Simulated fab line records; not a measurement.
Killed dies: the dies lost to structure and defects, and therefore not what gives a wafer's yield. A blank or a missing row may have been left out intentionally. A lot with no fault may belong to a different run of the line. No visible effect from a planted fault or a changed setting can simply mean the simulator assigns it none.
fab line records	flow n5Finfet
[record] lots = 4	wafers = 12	lastDay = 21
route steps=1938 shown WELL_APT@36 PMOS_HMC_CHANNEL_EPI@57 BEOL_M4@1111
lots that met no fault: from a run of the same line without faults
startH: hours from the record's opening day to when the first of the lot's shown wafers began	waitH: hours from the lot's prior step to this one	" identical to the entry in the row above	L1.1+2: several wafers, shown together as one row	- no value present, or no start provided	* or withheld: withheld	< > ~ a bound
route shown NAME@n: NAME is a module with steps in the file, n the number in the route of the first one	usual: the fault-free wafers' mean and standard deviation	same: alike in all rows	chamber/n: place in a boat	sites: the reading at each site	_std_site: standard deviation across them	_edge_site: the outer-site mean with the inner-site mean subtracted	radiusMm: how far each site lies from the wafer's centre	mask NAME#n: copy n	behind: the most recent tool/chamber to have shaped the wafer	hold: what put the lot on hold/how long, in hours/how the hold closed	device: transistor that didn't switch, given as n, p or np	end of line: tests of these same wafers at the route's end	a step with no rows: only its recipe	killed: count of dies lost to structure and defects at first sort (not the wafer's yield)	map: per-die view of a wafer (x killed, . not killed, _ where there is no die)
set.NAME: the setting that was run; set.NAME@STEP: the one run at that earlier step	model.NAME: the simulator's own value behind a step, which no gauge read
certain route steps with their lots: each step a table, each wafer a row
services: the hour from which a tool's chamber was out of use, counted from the record's first day as startH (under 0 if before that day), plus the number of hours and why
[[steps]]
[step N5_WELL_APT_COAT_19]
[recipe] spinRpm = 1357	resistThkNm = 950
[step N5_WELL_APT_EBR_21]
[recipe] solvent = PGMEA	ebrWidthMm = 1.5
[step N5_WELL_APT_SOFTBAKE_20]
[recipe] tempC = 130	timeS = 60
[step N5_WELL_APT_EXPOSE_22]
[recipe] maskId = PWELL	na = 0.8	sourceShape = conventional	sigmaOuter = 0.8	polarization = unpolarized	defocusNm = 0	targetCdNm = 200	doseMj = 23.2
[step N5_WELL_APT_PEB_23]
[recipe] pebTempC = 130	pebTimeS = 90
[step N5_WELL_APT_DEVELOP_24]
[recipe] developTimeS = 45	rinseLiquid = surfactantRinse	dry = airSpin	devTempC = 21
[step N5_WELL_APT_HARDBAKE_29]
[recipe] tempC = 130	timeS = 120
[step N5_WELL_APT_DESCUM_30]
[recipe] chemistry = O2	timeS = 7.9	sourcePowerW = 50	biasPowerW = 20	pressureMtorr = 20	rfFrequencyHz = 2.712e+07	tempC = 40	o2FlowSccm = 225
[step N5_WELL_APT_IMPLANT_31]
[recipe] species = B	energyKev = 60	doseCm2 = 1.5e+13	tiltDeg = 0	rotationDeg = 0
[step N5_WELL_APT_IMPLANT_32]
[recipe] species = BF2	energyKev = 50	doseCm2 = 2e+13	tiltDeg = 0	rotationDeg = 0
[usual] beamEnergyKeV = 49.998/0.014	endStationPressureTorr = 5.19e-06/2.8e-07
lot.wafer	tool	chamber	startH	waitH	beamEnergyKeV	endStationPressureTorr	model.implant.rpNm	model.implant.drpNm
L664.1	implanter-02	0	51.21	0.1	50.030	5.04e-06	36.19	18.55
L664.2	"	0	"	"	50.022	5.42e-06	36.19	18.55
L664.6	"	0	"	"	49.988	5.24e-06	36.19	18.55
L676.3	implanter-02	0	123.61	0.1	72.301	4.93e-06	52.22	24.36
L676.4	"	0	"	"	72.305	4.82e-06	52.22	24.36
L676.6	"	0	"	"	72.322	5.13e-06	52.22	24.36
L678.2	implanter-02	0	135.81	0.1	72.323	4.71e-06	54.68	24.36
L678.3	"	0	"	"	72.321	4.8e-06	54.68	24.36
L678.4	"	0	"	"	72.314	5.34e-06	54.68	24.36
L681.1	implanter-01	0	153.55	0.1	49.993	5.15e-06	37.93	18.55
L681.2	"	0	"	"	49.979	5.17e-06	37.93	18.55
L681.6	"	0	"	"	50.005	5.04e-06	37.93	18.55
[step N5_WELL_APT_STRIP_33]
[recipe] chemistry = SPM	timeS = 900	tempC = 130	h2so4H2o2VolRatio = 4	dry = ipaMarangoni
[step N5_WELL_APT_RTA_34]
[recipe] tempC = 1000	timeS = 10	ambient = N2	idleTempC = 600	rampUpCPerS = 150	rampDownCPerS = 60	coolToC = 600
[step N5_WELL_APT_OXIDE_STRIP_42]
[recipe] chemistry = dHF	dilution = 25:1	timeS = 45	tempC = 25	target = SiO2	targetDepthA = 120
[step N5_WELL_APT_PRECLEAN_36]
[recipe] chemistry = O3/DIW	timeS = 45	tempC = 22	o3Ppm = 10
[step N5_WELL_APT_PRECLEAN_39]
[recipe] chemistry = dHF	timeS = 60	dilution = 150:1	tempC = 25
[step N5_WELL_APT_SRD_37]
[recipe] dry = ipaMarangoni	doPpb = 5	timeS = 30	tempC = 23	rinseLiquid = diw
[step N5_WELL_APT_EPI_41]
[recipe] material = Si	targetThkA = 500	tempC = 650	precursor = SiH4/H2	pressureTorr = 20	timeS = 297.7
[step N5_PMOS_HMC_CHANNEL_EPI_HM_DEP_34]
[recipe] material = SiO2	targetThkA = 360	tempC = 400	precursor = TEOS/O2	pressureTorr = 6.5	rfW = 900	teosFlowSccm = 161.4	gas = O2	flowSccm = 2650	timeS = 6.9
[step N5_PMOS_HMC_CHANNEL_EPI_COAT_31]
[recipe] resist = BARC	tempC = 205	timeS = 60	spinRpm = 1500	resistThkNm = 66
[step N5_PMOS_HMC_CHANNEL_EPI_COAT_03]
[recipe] resist = CAR-ArF-block	spinRpm = 1500	resistThkNm = 205
[step N5_PMOS_HMC_CHANNEL_EPI_EBR_05]
[recipe] solvent = PGMEA	ebrWidthMm = 1.5
[step N5_PMOS_HMC_CHANNEL_EPI_SOFTBAKE_04]
[recipe] tempC = 110	timeS = 60	resist = CAR-ArF-block
[step N5_PMOS_HMC_CHANNEL_EPI_EXPOSE_06]
[recipe] maskId = PMOS_HMC_BLK	na = 1.35	sourceShape = conventional	sigmaOuter = 0.8	polarization = unpolarized	targetCdNm = 240	doseMj = 41
[step N5_PMOS_HMC_CHANNEL_EPI_PEB_07]
[recipe] pebTempC = 110	pebTimeS = 60	resist = CAR-ArF-block
[step N5_PMOS_HMC_CHANNEL_EPI_DEVELOP_08]
[recipe] developTimeS = 30	developer = TMAH	resist = CAR-ArF-block	devTempC = 23	rinseLiquid = diw	dry = airSpin
[step N5_PMOS_HMC_CHANNEL_EPI_DESCUM_14]
[recipe] chemistry = O2	timeS = 7.9	sourcePowerW = 50	biasPowerW = 20	pressureMtorr = 20	rfFrequencyHz = 2.712e+07	tempC = 40	resist = CAR-ArF-block	o2FlowSccm = 225
[step N5_PMOS_HMC_CHANNEL_EPI_ETCH_32]
[recipe] chemistry = N2/H2	target = BARC	stopOn = SiO2	targetDepthA = 858	overEtchFrac = 0.3	timeS = 50.3	ionEnergyEv = 200	maskMaterial = CAR-ArF-block	pressureMtorr = 30	sourceW = 840	biasW = 150	n2FlowSccm = 200	h2FlowSccm = 200
[step N5_PMOS_HMC_CHANNEL_EPI_HM_OPEN_15]
[recipe] chemistry = CHF3/O2	target = SiO2	maskMaterial = CAR-ArF-block	targetDepthA = 406	CHF3_flow_sccm = 50	O2_flow_sccm = 5	Ar_flow_sccm = 200	timeS = 20.3	pressureMtorr = 30	sourceW = 650	biasW = 170	ionEnergyEv = 200
[step N5_PMOS_HMC_CHANNEL_EPI_STRIP_33]
[recipe] chemistry = N2/H2	powerW = 500	tempC = 40	pressureMtorr = 50	rfFrequencyHz = 6e+07	overashFraction = 0.3	biasPowerW = 8	h2Frac = 0.5	n2FlowSccm = 300	h2FlowSccm = 300
[step N5_PMOS_HMC_CHANNEL_EPI_STRIP_17]
[recipe] chemistry = SPM	timeS = 750	tempC = 130	h2so4H2o2VolRatio = 4	dry = ipaMarangoni
[step N5_PMOS_HMC_CHANNEL_EPI_ETCH_38]
[recipe] chemistry = CF4	target = SiO2	targetDepthA = 15	ionEnergyEv = 350	pressureMtorr = 10	icpW = 800	biasW = 400	cf4FlowSccm = 80
[step N5_PMOS_HMC_CHANNEL_EPI_FIN_RECESS_16]
[recipe] chemistry = HBr/Cl2	target = Si	maskMaterial = SiO2	targetDepthA = 540	timeS = 18	pressureMtorr = 10	icpW = 800	biasW = 75	HBr_flow_sccm = 150	Cl2_flow_sccm = 80
[step N5_PMOS_HMC_CHANNEL_EPI_PRECLEAN_36]
[recipe] chemistry = O3/DIW	timeS = 45	tempC = 22	o3Ppm = 10
[step N5_PMOS_HMC_CHANNEL_EPI_PRECLEAN_18]
[recipe] chemistry = DHF	timeS = 30	tempC = 25	dilution = withheld
[step N5_PMOS_HMC_CHANNEL_EPI_SRD_19]
[recipe] dry = ipaMarangoni	doPpb = 5	timeS = 30	tempC = 23	rinseLiquid = diw
[step N5_BEOL_M4_RC_MEAS_101]
[usual] CJ_N = 4.34/0.095	DIBL_N = 36.3/1.1	DIBL_P = 36.3/1.4	IOFF_N = 0.155/0.019	IOFF_P = 0.211/0.027	ION_N = 672/8.5	ION_P = 462/5.8	RS_PWELL = 3008/26	SS_N = 71.5/0.56	SS_P = 73.3/0.52	VT_N = 249.9/2.5	VT_P = -249.8/2.8
lot.wafer	tool	chamber	startH	waitH	CJ_N	DIBL_N[mV/V]	DIBL_P[mV/V]	IOFF_N[nA/um]	IOFF_P[nA/um]	ION_N[uA/um]	ION_P[uA/um]	RS_PWELL[ohm/sq]	SS_N[mV/dec]	SS_P[mV/dec]	VT_N[mV]	VT_P[mV]
L664.1	prober-01	0	256.89	0.0	4.41	34.6	33.0	0.116	0.163	660	453	3031	70.9	72.6	253.1	-254.6
L664.2	"	0	"	"	4.49	38.5	37.7	0.177	0.217	671	459	3009	71.1	74.3	247.6	-254.1
L664.6	"	0	"	"	4.37	36.9	36.7	0.152	0.209	665	456	2995	71.6	73.0	250.0	-247.1
L681.1	prober-02	0	364.38	0.0	4.27	35.9	34.7	0.147	0.209	663	460	3012	72.1	73.2	251.5	-247.4
L681.2	"	0	"	"	4.34	38.3	37.1	0.191	0.245	680	464	3019	72.3	73.6	247.8	-247.4
L681.6	"	0	"	"	4.40	36.6	35.4	0.158	0.219	677	466	3013	72.4	73.8	249.6	-251.6
L676.3	prober-02	0	385.66	0.3	3.26	38.7	35.5	0.177	0.194	664	458	2714	72.7	73.0	251.5	-250.8
L676.4	"	0	"	"	3.25	38.3	34.6	0.168	0.191	678	461	2706	72.4	73.1	250.9	-252.1
L676.6	"	0	"	"	3.21	39.0	36.3	0.191	0.218	680	465	2691	72.7	73.4	250.2	-248.3
L678.2	prober-02	0	390.21	0.2	3.15	38.1	37.6	0.197	0.237	691	467	2688	72.0	73.8	244.9	-248.3
L678.3	"	0	"	"	3.14	37.9	37.1	0.192	0.230	681	466	2699	72.3	73.5	244.3	-246.1
L678.4	"	0	"	"	3.16	37.9	37.0	0.188	0.228	686	471	2701	72.5	73.3	246.4	-247.4
[[services]]
tool	chamber	startH	hours	kind
implanter-01	-	60.78	0.6	repair
implanter-02	-	87.96	7.6	repair
implanter-02	-	131.68	3.4	pm
implanter-02	-	139.94	3.0	repair
[[key]]
[firstSign] step = N5_WELL_APT_IMPLANT_32	reading = beamEnergyKeV	direction = up	sigmas = 99+	usual = 49.998	struck = 72.314
[effect] step = N5_BEOL_M4_RC_MEAS_101	reading = CJ_N	direction = down	sigmas = 12	usual = 4.34	struck = 3.19
[effect] step = N5_BEOL_M4_RC_MEAS_101	reading = RS_PWELL	direction = down	sigmas = 12	usual = 3008	struck = 2700
[effect] step = N5_BEOL_M4_RC_MEAS_101	reading = DIBL_N	direction = up	sigmas = 1.8	usual = 36.3	struck = 38.3
[effect] step = N5_BEOL_M4_RC_MEAS_101	reading = SS_N	direction = up	sigmas = 1.6	usual = 71.5	struck = 72.4	wafersMoved = 1
[effect] step = N5_BEOL_M4_RC_MEAS_101	reading = IOFF_N	direction = up	sigmas = 1.6	usual = 0.155	struck = 0.185
[modelEffect] step = N5_WELL_APT_IMPLANT_32	value = implant.rpNm	without = 37.05	struck = 53.45
metAt N5_WELL_APT_IMPLANT_32
struckWafers L676.3,L676.4,L676.6,L678.2,L678.3,L678.4
onsetBetween 51.21 123.61
[fault] kind = processParameterDrift	tool = implanter-02	chamber = -	onsetH = 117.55	steps = N5_WELL_APT_IMPLANT_32	channel = energyKev	offset = 22.32	shape = step	endH = 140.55	actsIn = theseRecipesOnly	stated = 50
